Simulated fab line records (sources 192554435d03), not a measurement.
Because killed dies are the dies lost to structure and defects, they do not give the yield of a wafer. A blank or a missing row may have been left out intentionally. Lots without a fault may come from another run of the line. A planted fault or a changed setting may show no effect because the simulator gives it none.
Matching of chambers ; flow n5-finfet ; N5_BEOL_M0_SAQP_ETCH_84 on rie-diel-01 has 4 sister chambers
The step etches SOC in N2/H2, target depth 100 nm, overetch 20 nm, time 150 s. 4 wafers are shown with their chamber, then 12 later ones without.

== WAFERS WITH THEIR CHAMBER ==
wafer;chamber;drypump-motor-current-A (A)
L087.5;0;5.5
L087.6;1;5.4
L089.4;3;6.0
L089.6;2;5.2

== WAFERS WITHOUT THEIR CHAMBER ==
wafer;drypump-motor-current-A (A)
L091.2;6.0
L091.3;5.4
L091.5;5.5
L092.1;5.5
L092.2;6.1
L092.5;5.5
L093.3;5.3
L093.5;5.3
L093.6;6.0
L095.2;5.3
L095.5;5.5
L095.6;6.1

== WHICH CHAMBER EACH ONE RAN IN ==
wafer;from the rows above;in truth
L091.2;3;3
L091.3;can't be placed: 1 or 0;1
L091.5;can't be placed: 0 or 1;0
L092.1;can't be placed: 0 or 1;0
L092.2;3;3
L092.5;can't be placed: 0 or 1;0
L093.3;can't be placed: 2 or 1 or 0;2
L093.5;can't be placed: 2 or 1 or 0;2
L093.6;3;3
L095.2;can't be placed: 2 or 1 or 0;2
L095.5;can't be placed: 0 or 1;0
L095.6;3;3
Placed correctly: 4 of 12. Not placeable from these rows: 8 (in 8, the candidates include the true chamber). 0 placed wrongly.
How it was worked out, from the rows above alone: a wafer's distance from a chamber is the root of the sum, over the readings, of the square of ((its reading less the chamber's mean) divided by the reading's scatter). The wafer belongs to the nearest chamber; if the next one is less than 2 further off, it can't be placed. Each chamber's mean is taken over the wafers shown for it. The scatter: with one shown wafer a chamber, the root of the mean of the squares of how far each hidden wafer lies from its nearest shown one.
